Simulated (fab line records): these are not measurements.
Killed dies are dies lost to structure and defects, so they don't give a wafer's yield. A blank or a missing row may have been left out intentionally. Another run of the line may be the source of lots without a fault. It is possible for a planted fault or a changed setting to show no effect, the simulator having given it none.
fab line records	flow nand_harc
record lots=24	wafers=72	last_day=33
route steps=1302 shown P_GATE@187 P_CONTACT@235 P_M0@263
lots that met no fault: taken from a fault-free run of the same line
start_h: hours from the record's first day to the start of the lot's first wafer shown	wait_h: hours from the lot's prior step to this one	" unchanged from the row above	L1.1+2: a row that stands for several wafers	- no value, or no start given	* or withheld: withheld	< > ~ a bound
route shown NAME@n: names a module that has steps shown in the file, with the first one's number in the route	usual: mean/standard deviation taken from wafers without a fault	same: alike in all rows	chamber/n: place in a boat	sites: readings site by site	_std_site: the standard deviation of these	_edge_site: inner sites' mean taken away from outer sites' mean	radius_mm: how far each site lies from the wafer's centre	mask NAME#n: copy n	behind: tool/chamber where the wafer was last shaped	hold: the reason the lot was held/the length of the hold in hours/how it ended	device: transistor that didn't switch, given as n, p or np	end of line: tests run on the same wafers once the route is complete	a step with no rows: only its recipe	killed: the dies lost at the first sort to structure and to defects; this is not the yield of the wafer	map: a wafer's dies, x killed, . not, _ none there
set.NAME: the setting as run; set.NAME@STEP: as run at that earlier step	model.NAME: the simulator's own value behind a step, which no gauge read
steps of the route over a sample of lots; a table a step, a row a wafer
services: a tool's chamber out of use, with start hour (start_h, from the record's first day; less than 0 if before it), hours out, and reason
## steps
# step NHARC_P_GATE_DESCUM_61
# recipe time_s=3	o2_flow_sccm=200	ar_flow_sccm=0	bias_power_w=0	chemistry=O2
# usual chamber_pressure_mTorr=60.00/0.053	drypump_motor_current_A=6.0/0.34	oes_product_au=0.999/0.01	rf_vpp_V=57.6/0.92	showerhead_plenum_p_Torr=1.86/0.09	throttle_valve_pct=11.311/0.0085
lot.wafer	tool	chamber	start_h	wait_h	chamber_pressure_mTorr	drypump_motor_current_A	oes_product_au	rf_hours_counter_h	rf_vpp_V	showerhead_plenum_p_Torr	throttle_valve_pct
L074.3	rie_diel-06	0	112.56	-	59.94	5.9	1.012	8.9	56.4	1.81	11.321
L074.4	"	1	"	"	60.06	5.7	1.000	9.7	56.2	1.79	11.317
L074.5	"	3	"	"	60.10	5.5	1.006	-	56.8	1.80	11.296
L076.4	rie_diel-06	3	125.64	-	59.99	5.5	1.011	9.6	55.7	1.80	11.316
L076.1	"	1	"	"	59.88	5.7	0.994	9.8	58.0	1.79	11.292
L076.5	"	2	"	"	59.94	5.9	0.994	-	58.2	1.81	11.321
L075.1	rie_diel-12	1	125.81	-	60.01	6.0	1.010	1.9	57.9	1.90	11.311
L075.3	"	2	"	"	60.05	6.5	1.003	2.6	57.9	1.85	11.321
L075.5	"	2	"	"	59.96	6.5	1.007	-	59.7	1.85	11.306
L077.2	rie_diel-12	2	142.24	-	59.96	6.5	1.004	3.8	57.6	1.85	11.290
L077.1	"	0	"	"	60.11	6.0	1.014	3.3	58.7	2.03	11.292
L077.5	"	2	"	"	60.00	6.5	1.008	-	58.3	1.85	11.323
L078.2	rie_diel-06	3	142.93	-	59.97	5.5	1.006	0.1	57.8	1.80	11.308
L078.1	"	0	"	"	59.93	5.9	1.016	0.1	57.3	1.81	11.304
L078.5	"	2	"	"	59.96	5.8	0.995	-	55.9	1.81	11.310
L079.3	rie_diel-06	0	155.07	-	60.07	5.9	1.007	0.7	58.0	1.81	11.318
L079.1	"	2	"	"	59.98	5.8	0.995	0.9	57.8	1.81	11.315
L079.5	"	3	"	"	59.96	5.5	1.011	-	58.8	1.80	11.299
L080.4	rie_diel-06	1	170.01	-	59.96	5.7	0.987	1.7	56.1	1.79	11.301
L080.6	"	2	"	"	59.95	5.8	0.985	-	57.2	1.81	11.308
L080.5	"	3	"	"	59.95	5.5	1.005	-	57.4	1.80	11.316
L081.2	rie_diel-12	0	186.00	-	59.99	5.9	0.998	4.8	58.2	2.03	11.299
L081.4	"	2	"	"	59.96	6.5	1.001	6.2	57.7	1.85	11.316
L081.5	"	1	"	"	60.05	6.1	1.001	-	57.4	1.90	11.315
L082.1	rie_diel-12	0	197.56	-	59.90	5.9	1.010	5.0	59.3	2.03	11.316
L082.2	"	1	"	"	60.05	6.0	1.011	4.8	57.6	1.90	11.320
L082.4	"	2	"	"	59.90	6.6	1.011	6.3	57.3	1.85	11.310
L083.3	rie_diel-01	3	201.60	-	60.02	5.6	0.987	10.3	56.6	2.04	11.317
L083.1	"	0	"	"	59.94	5.8	1.013	12.0	58.3	1.83	11.305
L083.6	"	3	"	"	60.03	5.6	0.994	-	57.1	2.04	11.310
L085.4	rie_diel-12	1	216.91	-	60.04	6.0	0.997	5.8	58.1	1.90	11.321
L085.6	"	3	"	"	59.97	6.4	0.999	-	57.7	1.99	11.311
L085.5	"	0	"	"	60.01	6.0	1.011	-	58.8	2.03	11.300
L084.2	rie_diel-12	1	218.73	-	60.05	6.0	0.996	5.8	55.2	1.90	11.317
L084.6	"	3	"	"	60.09	6.4	0.995	-	57.9	1.99	11.292
L084.5	"	0	"	"	59.91	5.9	1.009	-	58.6	2.03	11.296
L086.2	rie_diel-06	0	229.05	-	60.09	5.9	1.012	5.2	57.1	1.81	11.327
L086.1	"	2	"	"	59.98	5.8	0.996	3.9	57.7	1.81	11.310
L086.5	"	1	"	"	60.04	5.7	0.974	-	58.6	1.79	11.310
L087.2	rie_diel-06	2	238.51	-	60.00	5.8	1.001	4.6	57.9	1.81	11.305
L087.1	"	3	"	"	59.95	5.5	0.997	5.9	57.0	1.80	11.306
L087.6	"	0	"	"	60.03	5.9	1.010	-	58.4	1.81	11.320
L088.2	rie_diel-06	1	259.32	-	59.90	5.7	0.984	6.5	59.0	1.79	11.310
L088.3	"	2	"	"	60.05	5.8	0.988	5.8	57.1	1.81	11.304
L088.6	"	0	"	"	59.97	5.9	1.003	-	57.7	1.81	11.307
L089.2	rie_diel-06	1	260.28	-	60.06	5.7	0.989	6.5	58.9	1.79	11.314
L089.4	"	0	"	"	59.98	5.9	0.995	7.1	57.7	1.81	11.307
L089.6	"	1	"	"	60.02	5.7	0.994	-	56.3	1.79	11.297
L090.3	rie_diel-06	1	270.65	-	59.94	5.7	0.972	7.3	56.5	1.78	11.308
L090.1	"	3	"	"	60.00	5.5	0.994	7.7	58.8	1.80	11.328
L090.2	"	0	"	"	60.04	5.9	0.994	7.6	56.8	1.81	11.310
L091.3	rie_diel-01	2	284.75	-	60.00	5.9	0.996	2.2	56.0	1.78	11.311
L091.5	"	2	"	"	60.08	5.9	0.993	-	56.5	1.78	11.300
L091.6	"	3	"	"	59.94	5.6	0.989	-	58.3	2.04	11.309
L092.2	rie_diel-01	1	286.70	-	60.02	6.7	0.996	3.4	58.6	1.79	11.315
L092.1	"	2	"	"	59.97	5.9	1.001	2.3	58.3	1.78	11.317
L092.4	"	3	"	"	60.00	5.7	0.984	3.7	57.2	2.04	11.311
L093.4	rie_diel-12	3	302.34	-	59.98	6.4	0.993	2.9	58.1	1.99	11.301
L093.5	"	2	"	"	59.97	6.6	1.010	-	55.4	1.84	11.317
L093.6	"	3	"	"	60.05	6.4	1.007	-	59.2	1.99	11.319
L094.2	rie_diel-01	0	314.45	-	60.06	5.8	0.986	5.3	57.1	1.82	11.306
L094.6	"	1	"	"	60.02	6.7	0.999	-	56.3	1.79	11.307
L094.5	"	2	"	"	60.03	5.9	0.999	-	56.7	1.78	11.301
L095.2	rie_diel-12	2	320.22	-	60.05	6.6	1.011	2.7	56.0	1.84	11.324
L095.1	"	0	"	"	59.93	5.9	0.994	3.1	58.2	2.03	11.322
L095.6	"	3	"	"	60.10	6.4	0.995	-	56.7	1.98	11.307
L096.2	rie_diel-01	0	329.33	-	60.03	5.8	1.011	6.8	57.5	1.82	11.309
L096.1	"	2	"	"	59.97	5.9	0.995	4.2	57.5	1.78	11.301
L096.5	"	3	"	"	60.05	5.7	0.992	-	57.2	2.03	11.315
L097.4	rie_diel-06	2	342.50	-	59.98	5.8	1.013	1.9	58.7	1.81	11.311
L097.1	"	3	"	"	60.00	5.5	0.996	2.1	57.9	1.80	11.307
L097.3	"	0	"	"	60.02	5.9	1.022	1.5	58.3	1.80	11.306
# step NHARC_P_GATE_DEGAS_109
# recipe temp_c=300	time_s=60
# usual heater_power_w=483/40	susceptor_temp_C=300.02/0.18
lot.wafer	tool	chamber	start_h	wait_h	heater_power_w	susceptor_temp_C
L074.3	pvd_sputter-01	-	116.20	0.1	496	300.07
L074.4	"	-	"	"	469	300.05
L074.5	"	-	"	"	464	300.09
L076.4	pvd_sputter-02	-	129.28	0.1	440	300.06
L076.1	"	-	"	"	524	300.00
L076.5	"	-	"	"	448	300.10
L075.3	pvd_sputter-02	-	129.36	0.1	528	300.10
L075.1	"	-	"	"	556	299.93
L075.5	"	-	"	"	533	299.78
L077.1	pvd_sputter-01	-	145.92	0.1	474	300.07
L077.2	"	-	"	"	475	299.84
L077.5	"	-	"	"	460	300.04
L078.2	pvd_sputter-01	-	146.62	0.1	508	300.01
L078.1	"	-	"	"	465	299.99
L078.5	"	-	"	"	502	299.72
L079.1	pvd_sputter-03	-	158.98	0.1	491	300.02
L079.3	"	-	"	"	459	300.20
L079.5	"	-	"	"	433	300.27
L080.4	pvd_sputter-02	-	173.66	0.1	528	300.29
L080.6	"	-	"	"	435	300.02
L080.5	"	-	"	"	519	299.81
L081.4	pvd_sputter-01	-	189.58	0.1	464	300.14
L081.2	"	-	"	"	463	299.99
L081.5	"	-	"	"	510	299.97
L082.2	pvd_sputter-02	-	201.09	0.1	430	299.89
L082.1	"	-	"	"	531	300.05
L082.4	"	-	"	"	557	300.07
L083.1	pvd_sputter-03	-	205.30	0.1	453	300.13
L083.3	"	-	"	"	435	299.85
L083.6	"	-	"	"	450	299.94
L085.4	pvd_sputter-03	-	220.43	0.1	450	300.07
L085.5	"	-	"	"	443	299.71
L085.6	"	-	"	"	502	300.37
L084.2	pvd_sputter-03	-	222.40	0.1	441	300.15
L084.5	"	-	"	"	494	299.87
L084.6	"	-	"	"	460	299.94
L086.1	pvd_sputter-01	-	232.60	0.1	471	300.12
L086.2	"	-	"	"	521	299.93
L086.5	"	-	"	"	471	300.23
L087.1	pvd_sputter-01	-	242.15	0.1	521	300.05
L087.2	"	-	"	"	498	300.32
L087.6	"	-	"	"	456	299.60
L088.3	pvd_sputter-03	-	262.96	0.1	459	-
L088.2	"	-	"	"	445	-
L088.6	"	-	"	"	444	-
L089.2	pvd_sputter-01	-	264.03	0.1	494	300.00
L089.4	"	-	"	"	523	300.33
L089.6	"	-	"	"	504	300.33
L090.1	pvd_sputter-02	-	274.32	0.1	432	300.13
L090.2	"	-	"	"	518	299.90
L090.3	"	-	"	"	528	300.02
L091.3	pvd_sputter-03	-	288.54	0.1	439	299.56
L091.6	"	-	"	"	467	300.03
L091.5	"	-	"	"	455	299.85
L092.1	pvd_sputter-03	-	290.34	0.1	437	299.96
L092.2	"	-	"	"	504	299.93
L092.4	"	-	"	"	447	300.31
L093.4	pvd_sputter-01	-	305.87	0.1	464	-
L093.5	"	-	"	"	484	-
L093.6	"	-	"	"	456	-
L094.2	pvd_sputter-03	-	317.98	0.1	430	300.12
L094.6	"	-	"	"	501	300.19
L094.5	"	-	"	"	450	299.92
L095.2	pvd_sputter-03	-	323.91	0.1	447	299.87
L095.1	"	-	"	"	499	300.04
L095.6	"	-	"	"	447	300.13
L096.2	pvd_sputter-02	-	335.24	0.1	526	299.90
L096.1	"	-	"	"	585	299.97
L096.5	"	-	"	"	549	299.89
L097.4	pvd_sputter-02	-	346.16	0.1	543	300.01
L097.3	"	-	"	"	578	300.01
L097.1	"	-	"	"	549	300.10
# step NHARC_P_CONTACT_DESCUM_17
# recipe time_s=3	o2_flow_sccm=200	ar_flow_sccm=0	bias_power_w=0	chemistry=O2
# usual chamber_pressure_mTorr=60.00/0.05	drypump_motor_current_A=5.8/0.4	oes_product_au=1.000/0.0088	rf_vpp_V=57.5/0.79	showerhead_plenum_p_Torr=1.87/0.064	throttle_valve_pct=11.311/0.0094
lot.wafer	tool	chamber	start_h	wait_h	chamber_pressure_mTorr	drypump_motor_current_A	oes_product_au	rf_hours_counter_h	rf_vpp_V	showerhead_plenum_p_Torr	throttle_valve_pct
L074.4	rie_diel-10	1	118.86	0.1	60.03	5.9	0.991	-	56.8	1.85	11.312
L074.3	"	0	"	"	60.04	6.4	1.009	-	57.1	1.94	11.298
L074.5	"	1	"	"	59.93	5.9	1.004	-	56.9	1.85	11.304
L076.1	rie_diel-10	1	132.08	0.1	60.10	5.9	0.996	2.1	57.1	1.85	11.312
L076.5	"	0	"	"	60.02	6.5	1.008	-	59.2	1.94	11.296
L076.4	"	1	"	"	60.04	5.9	0.996	-	59.2	1.85	11.297
L075.3	rie_diel-02	3	132.41	0.1	60.03	5.6	0.999	2.7	57.4	1.83	11.317
L075.1	"	1	"	"	59.97	5.6	0.996	3.0	57.9	1.87	11.310
L075.5	"	3	"	"	60.00	5.6	1.002	-	56.5	1.83	11.303
L077.1	rie_diel-04	3	148.73	0.1	60.00	6.0	0.995	3.1	59.0	2.06	11.324
L077.2	"	0	"	"	60.04	5.7	0.995	3.5	59.4	1.80	11.310
L077.5	"	3	"	"	59.97	6.0	1.004	-	56.7	2.06	11.319
L078.1	rie_diel-10	0	149.48	0.1	59.92	6.5	0.985	4.3	56.9	1.94	11.307
L078.2	"	2	"	"	59.95	5.6	1.003	2.7	56.3	1.87	11.311
L078.5	"	1	"	"	60.04	5.9	0.991	-	58.4	1.85	11.305
L079.1	rie_diel-02	0	161.76	0.1	60.08	5.7	1.006	3.6	57.4	1.88	11.331
L079.3	"	1	"	"	59.97	5.6	0.995	3.7	56.7	1.87	11.310
L079.5	"	3	"	"	59.97	5.5	1.009	-	57.4	1.83	11.317
L080.4	rie_diel-10	1	176.28	0.1	59.93	5.9	1.000	3.9	57.1	1.85	11.318
L080.6	"	3	"	"	59.95	5.2	1.012	-	57.4	1.78	11.305
L080.5	"	0	"	"	60.04	6.5	0.992	-	57.6	1.94	11.316
L081.4	rie_diel-02	3	192.44	0.1	60.05	5.6	1.001	6.0	57.2	1.83	11.302
L081.2	"	0	"	"	59.97	5.8	0.983	5.7	57.1	1.88	11.324
L081.5	"	2	"	"	60.08	6.2	1.003	-	55.3	1.82	11.295
L082.1	rie_diel-10	0	203.89	0.1	60.01	6.5	1.002	6.1	57.6	1.94	11.306
L082.4	"	1	"	"	59.97	5.9	0.999	4.6	58.4	1.85	11.313
L082.2	"	2	"	"	60.00	5.6	1.005	4.4	58.4	1.87	11.316
L083.3	rie_diel-04	1	208.08	0.1	59.98	5.5	1.000	0.2	57.5	1.89	11.317
L083.1	"	2	"	"	59.95	5.2	1.000	0.2	56.8	1.89	11.325
L083.6	"	0	"	"	59.95	5.7	1.008	-	58.2	1.80	11.322
L085.4	rie_diel-04	0	223.18	0.1	59.93	5.7	1.019	0.7	58.6	1.80	11.320
L085.5	"	3	"	"	60.11	6.1	0.996	-	57.4	2.06	11.308
L085.6	"	0	"	"	60.05	5.7	1.006	-	56.6	1.80	11.321
L084.2	rie_diel-10	2	225.15	0.1	60.00	5.6	0.999	5.2	56.8	1.87	11.311
L084.6	"	0	"	"	59.93	6.5	1.011	-	56.8	1.94	11.310
L084.5	"	2	"	"	59.99	5.6	1.004	-	58.4	1.87	11.314
L086.1	rie_diel-02	1	235.35	0.1	60.03	5.6	0.977	0.5	58.1	1.87	11.309
L086.2	"	0	"	"	59.98	5.8	0.983	0.5	58.1	1.88	11.316
L086.5	"	1	"	"	59.91	5.6	0.986	-	57.0	1.86	11.319
L087.1	rie_diel-02	3	244.89	0.1	59.99	5.6	1.009	1.3	56.8	1.83	11.306
L087.2	"	1	"	"	59.98	5.6	0.987	1.1	57.3	1.87	11.290
L087.6	"	0	"	"	59.96	5.7	1.002	-	58.1	1.88	11.307
L088.2	rie_diel-10	1	265.74	0.1	60.02	5.9	0.994	0.2	58.6	1.85	11.327
L088.3	"	2	"	"	59.96	5.6	1.018	0.2	57.0	1.87	11.307
L088.6	"	1	"	"	59.94	5.9	1.004	-	57.0	1.85	11.304
L089.4	rie_diel-02	1	266.77	0.1	60.03	5.6	0.989	3.0	57.4	1.86	11.308
L089.2	"	0	"	"	59.85	5.8	0.995	2.9	56.9	1.88	11.305
L089.6	"	2	"	"	59.98	6.2	0.999	-	56.1	1.82	11.302
L090.1	rie_diel-10	0	276.96	0.1	60.03	6.5	1.013	0.6	57.9	1.94	11.306
L090.2	"	1	"	"	60.02	5.9	0.998	0.6	58.0	1.85	11.311
L090.3	"	2	"	"	59.96	5.6	1.012	0.7	56.9	1.87	11.294
L091.3	rie_diel-10	1	291.37	0.1	59.98	5.9	0.990	1.2	57.0	1.85	11.301
L091.5	"	2	"	"	59.99	5.5	1.010	-	57.7	1.87	11.338
L091.6	"	3	"	"	60.06	5.2	1.002	-	58.2	1.78	11.306
L092.1	rie_diel-10	3	293.09	0.1	59.92	5.2	1.000	1.5	56.8	1.78	11.314
L092.2	"	1	"	"	60.00	5.9	0.979	1.5	57.2	1.85	11.295
L092.4	"	2	"	"	60.06	5.6	1.009	1.3	56.8	1.87	11.310
L093.4	rie_diel-10	1	308.64	0.1	60.04	5.9	0.995	1.9	58.2	1.85	11.314
L093.6	"	3	"	"	60.05	5.3	1.002	-	56.1	1.78	11.316
L093.5	"	0	"	"	60.00	6.5	0.990	-	57.6	1.94	11.314
L094.2	rie_diel-04	2	320.74	0.1	60.05	5.2	1.014	3.4	57.3	1.89	11.304
L094.6	"	2	"	"	59.98	5.2	1.002	-	57.1	1.89	11.310
L094.5	"	3	"	"	59.89	6.0	0.998	-	58.3	2.06	11.309
L095.2	rie_diel-02	1	326.78	0.1	60.08	5.6	0.988	5.5	58.0	1.86	11.316
L095.1	"	2	"	"	59.97	6.2	0.995	4.8	58.2	1.82	11.310
L095.6	"	1	"	"	59.97	5.6	0.993	-	58.7	1.86	11.313
L096.1	rie_diel-10	3	338.02	0.1	60.02	5.3	1.019	3.1	55.7	1.78	11.316
L096.2	"	0	"	"	59.98	6.5	0.987	3.2	59.2	1.94	11.294
L096.5	"	2	"	"	59.97	5.6	0.985	-	59.5	1.87	11.297
L097.1	rie_diel-10	3	348.91	0.1	59.97	5.2	1.014	3.8	57.4	1.78	11.310
L097.3	"	1	"	"	60.04	5.9	0.999	3.3	57.4	1.85	11.309
L097.4	"	2	"	"	60.03	5.6	1.007	3.3	57.1	1.87	11.312
# step NHARC_P_CONTACT_CD_MEAS_19
# usual cd_nm=89.6/1.8
lot.wafer	tool	chamber	start_h	wait_h	cd_nm
L074.3	cd_sem-02	-	120.93	0.2	89.7
L074.4	"	-	"	"	89.7
L074.5	"	-	"	"	88.1
L076.1	cd_sem-03	-	133.09	-	89.8
L076.4	"	-	"	"	91.6
L076.5	"	-	"	"	88.3
L075.1	cd_sem-01	-	133.27	-	86.8
L075.3	"	-	"	"	87.9
L075.5	"	-	"	"	88.2
L077.1	cd_sem-01	-	149.59	-	90.4
L077.2	"	-	"	"	90.9
L077.5	"	-	"	"	89.4
L078.1	cd_sem-03	-	150.50	-	87.5
L078.2	"	-	"	"	89.8
L078.5	"	-	"	"	87.9
L079.1	cd_sem-01	-	162.63	-	87.6
L079.3	"	-	"	"	89.8
L079.5	"	-	"	"	86.1
L080.4	cd_sem-02	-	177.14	-	89.5
L080.5	"	-	"	"	86.8
L080.6	"	-	"	"	89.1
L081.2	cd_sem-01	-	193.30	-	87.9
L081.4	"	-	"	"	89.7
L081.5	"	-	"	"	88.6
L082.1	cd_sem-02	-	204.75	-	88.4
L082.2	"	-	"	"	91.9
L082.4	"	-	"	"	90.4
L083.1	cd_sem-02	-	208.94	-	90.2
L083.3	"	-	"	"	87.7
L083.6	"	-	"	"	89.9
L085.4	cd_sem-02	-	224.06	-	87.3
L085.5	"	-	"	"	88.3
L085.6	"	-	"	"	89.7
L084.2	cd_sem-03	-	226.16	-	90.9
L084.5	"	-	"	"	92.3
L084.6	"	-	"	"	88.5
L086.1	cd_sem-02	-	236.22	-	88.9
L086.2	"	-	"	"	88.8
L086.5	"	-	"	"	89.3
L087.1	cd_sem-03	-	245.91	-	88.3
L087.2	"	-	"	"	90.4
L087.6	"	-	"	"	87.6
L088.2	cd_sem-02	-	266.61	-	90.9
L088.3	"	-	"	"	92.6
L088.6	"	-	"	"	92.5
L089.2	cd_sem-03	-	267.65	-	90.5
L089.4	"	-	"	"	87.4
L089.6	"	-	"	"	90.1
L090.1	cd_sem-02	-	277.83	-	91.2
L090.2	"	-	"	"	94.4
L090.3	"	-	"	"	92.9
L091.3	cd_sem-01	-	292.22	-	89.5
L091.5	"	-	"	"	88.2
L091.6	"	-	"	"	88.5
L092.1	cd_sem-02	-	293.96	-	91.9
L092.2	"	-	"	"	90.9
L092.4	"	-	"	"	90.5
L093.4	cd_sem-03	-	309.50	-	90.5
L093.5	"	-	"	"	90.3
L093.6	"	-	"	"	91.2
L094.2	cd_sem-02	-	321.61	-	89.9
L094.5	"	-	"	"	89.1
L094.6	"	-	"	"	88.7
L095.1	cd_sem-01	-	327.66	-	86.6
L095.2	"	-	"	"	93.2
L095.6	"	-	"	"	92.4
L096.1	cd_sem-03	-	338.88	-	91.6
L096.2	"	-	"	"	90.3
L096.5	"	-	"	"	89.3
L097.1	cd_sem-01	-	350.22	-	91.6
L097.3	"	-	"	"	90.8
L097.4	"	-	"	"	90.7
# step NHARC_P_M0_CD_MEAS_09
# recipe target_cd_nm=90	landing_energy_ev=500
# usual cd_nm=90.2/0.69
lot.wafer	tool	chamber	start_h	wait_h	cd_nm
L074.3	cd_sem-02	0	123.91	-	90.6
L074.4	"	0	"	"	90.8
L074.5	"	0	"	"	91.1
L076.1	cd_sem-03	0	136.48	-	90.5
L076.4	"	0	"	"	89.0
L076.5	"	0	"	"	89.5
L075.1	cd_sem-02	0	136.75	-	90.7
L075.3	"	0	"	"	89.6
L075.5	"	0	"	"	90.2
L077.1	cd_sem-01	0	152.69	-	90.5
L077.2	"	0	"	"	90.2
L077.5	"	0	"	"	90.8
L078.1	cd_sem-01	0	153.64	-	90.3
L078.2	"	0	"	"	90.9
L078.5	"	0	"	"	90.6
L079.1	cd_sem-03	0	165.61	-	89.4
L079.3	"	0	"	"	90.7
L079.5	"	0	"	"	89.6
L080.4	cd_sem-02	0	180.29	-	90.5
L080.5	"	0	"	"	89.9
L080.6	"	0	"	"	88.7
L081.2	cd_sem-03	0	196.41	-	91.1
L081.4	"	0	"	"	91.0
L081.5	"	0	"	"	91.1
L082.1	cd_sem-03	0	207.84	-	91.0
L082.2	"	0	"	"	89.9
L082.4	"	0	"	"	90.8
L083.1	cd_sem-02	0	212.47	-	91.2
L083.3	"	0	"	"	90.1
L083.6	"	0	"	"	91.1
L085.4	cd_sem-03	0	227.16	-	90.3
L085.5	"	0	"	"	90.2
L085.6	"	0	"	"	91.2
L084.2	cd_sem-02	0	229.27	-	90.7
L084.5	"	0	"	"	89.6
L084.6	"	0	"	"	90.0
L086.1	cd_sem-01	0	239.20	-	88.9
L086.2	"	0	"	"	88.1
L086.5	"	0	"	"	89.4
L087.1	cd_sem-03	0	248.89	-	89.9
L087.2	"	0	"	"	90.3
L087.6	"	0	"	"	90.6
L088.2	cd_sem-03	0	269.77	-	90.0
L088.3	"	0	"	"	90.6
L088.6	"	0	"	"	91.0
L089.2	cd_sem-02	0	270.82	-	89.1
L089.4	"	0	"	"	89.4
L089.6	"	0	"	"	89.0
L090.1	cd_sem-02	0	281.06	-	89.3
L090.2	"	0	"	"	90.5
L090.3	"	0	"	"	89.9
L091.3	cd_sem-03	0	295.35	-	89.6
L091.5	"	0	"	"	89.8
L091.6	"	0	"	"	89.8
L092.1	cd_sem-03	0	296.94	-	90.8
L092.2	"	0	"	"	90.9
L092.4	"	0	"	"	91.1
L093.4	cd_sem-03	0	312.74	-	90.1
L093.5	"	0	"	"	89.8
L093.6	"	0	"	"	90.0
L094.2	cd_sem-02	0	324.78	-	89.2
L094.5	"	0	"	"	89.1
L094.6	"	0	"	"	89.2
L095.1	cd_sem-01	0	330.77	-	90.7
L095.2	"	0	"	"	90.8
L095.6	"	0	"	"	90.2
L096.1	cd_sem-01	0	342.12	-	89.9
L096.2	"	0	"	"	90.3
L096.5	"	0	"	"	89.3
L097.1	cd_sem-02	0	353.39	-	90.9
L097.3	"	0	"	"	89.8
L097.4	"	0	"	"	89.7
# step NHARC_P_M0_DEGAS_28
# recipe temp_c=250	time_s=60
# usual heater_power_w=347/30	susceptor_temp_C=250.02/0.18
lot.wafer	tool	chamber	start_h	wait_h	heater_power_w	susceptor_temp_C
L074.3	pvd_sputter-02	-	125.02	-	311	250.11
L074.4	"	-	"	"	375	250.09
L074.5	"	-	"	"	390	250.12
L076.1	pvd_sputter-03	-	137.65	-	311	250.03
L076.4	"	-	"	"	310	250.28
L076.5	"	-	"	"	323	250.07
L075.1	pvd_sputter-01	-	137.99	-	356	249.98
L075.3	"	-	"	"	328	250.08
L075.5	"	-	"	"	339	249.96
L077.2	pvd_sputter-02	-	153.91	-	360	250.12
L077.1	"	-	"	"	389	250.12
L077.5	"	-	"	"	394	250.31
L078.1	pvd_sputter-03	-	154.78	-	312	249.95
L078.2	"	-	"	"	324	250.11
L078.5	"	-	"	"	362	250.06
L079.1	pvd_sputter-02	-	166.72	-	308	250.20
L079.3	"	-	"	"	380	249.82
L079.5	"	-	"	"	365	249.67
L080.4	pvd_sputter-01	-	181.41	-	321	249.94
L080.6	"	-	"	"	368	249.95
L080.5	"	-	"	"	333	250.15
L081.4	pvd_sputter-03	-	197.53	-	354	249.87
L081.2	"	-	"	"	314	249.86
L081.5	"	-	"	"	365	249.84
L082.1	pvd_sputter-03	-	208.94	-	325	249.67
L082.2	"	-	"	"	319	250.16
L082.4	"	-	"	"	357	249.81
L083.3	pvd_sputter-03	-	213.57	-	367	250.19
L083.1	"	-	"	"	314	250.00
L083.6	"	-	"	"	357	249.97
L085.4	pvd_sputter-02	-	228.29	-	397	249.71
L085.5	"	-	"	"	382	250.23
L085.6	"	-	"	"	386	250.09
L084.2	pvd_sputter-01	-	230.39	-	326	250.22
L084.5	"	-	"	"	317	250.03
L084.6	"	-	"	"	362	250.13
L086.2	pvd_sputter-02	-	240.34	-	391	250.34
L086.1	"	-	"	"	359	250.08
L086.5	"	-	"	"	317	249.77
L087.1	pvd_sputter-01	-	250.00	-	352	249.87
L087.2	"	-	"	"	367	250.30
L087.6	"	-	"	"	368	250.06
L088.3	pvd_sputter-02	-	270.89	-	395	249.92
L088.2	"	-	"	"	320	250.07
L088.6	"	-	"	"	387	250.17
L089.4	pvd_sputter-02	-	271.92	-	380	-
L089.2	"	-	"	"	317	-
L089.6	"	-	"	"	389	-
L090.1	pvd_sputter-03	-	282.16	-	331	-
L090.3	"	-	"	"	328	-
L090.2	"	-	"	"	323	-
L091.3	pvd_sputter-01	-	296.50	-	329	250.21
L091.5	"	-	"	"	318	249.94
L091.6	"	-	"	"	331	249.90
L092.1	pvd_sputter-02	-	298.10	-	298	249.91
L092.2	"	-	"	"	387	250.36
L092.4	"	-	"	"	412	250.00
L093.4	pvd_sputter-03	-	314.29	-	321	249.85
L093.5	"	-	"	"	317	250.13
L093.6	"	-	"	"	311	250.05
L094.2	pvd_sputter-03	-	325.89	-	320	250.43
L094.5	"	-	"	"	334	250.02
L094.6	"	-	"	"	322	250.22
L095.2	pvd_sputter-01	-	331.95	-	332	250.19
L095.1	"	-	"	"	333	250.00
L095.6	"	-	"	"	320	250.05
L096.2	pvd_sputter-02	-	343.32	-	418	250.20
L096.1	"	-	"	"	293	250.16
L096.5	"	-	"	"	389	249.83
L097.4	pvd_sputter-01	-	354.50	-	353	250.16
L097.1	"	-	"	"	333	250.37
L097.3	"	-	"	"	331	249.91
## services
tool	chamber	start_h	hours	kind
rie_diel-06	2	89.93	10.7	repair
rie_diel-12	-	91.42	9.0	pm
pvd_sputter-01	-	92.61	10.0	pm
rie_diel-10	3	97.63	66.8	repair
rie_diel-10	1	99.63	3.8	repair
rie_diel-12	-	103.63	0.5	repair
pvd_sputter-02	-	104.00	10.0	pm
pvd_sputter-01	-	105.94	0.5	repair
rie_diel-10	2	117.66	6.2	repair
rie_diel-12	3	121.60	6.9	repair
rie_diel-06	-	130.20	9.0	pm
rie_diel-06	1	150.16	4.8	repair
pvd_sputter-03	-	170.08	10.0	pm
pvd_sputter-01	-	173.35	2.5	repair
rie_diel-06	2	203.48	2.3	repair
rie_diel-10	1	224.16	2.8	repair
rie_diel-06	3	227.20	5.2	repair
rie_diel-10	-	242.50	9.0	pm
pvd_sputter-03	-	244.73	0.9	repair
pvd_sputter-01	-	270.67	10.0	pm
pvd_sputter-02	-	280.70	3.1	repair
rie_diel-06	-	307.20	9.0	pm
pvd_sputter-02	-	313.33	8.5	repair
pvd_sputter-03	-	348.08	10.0	pm
## key
fault none
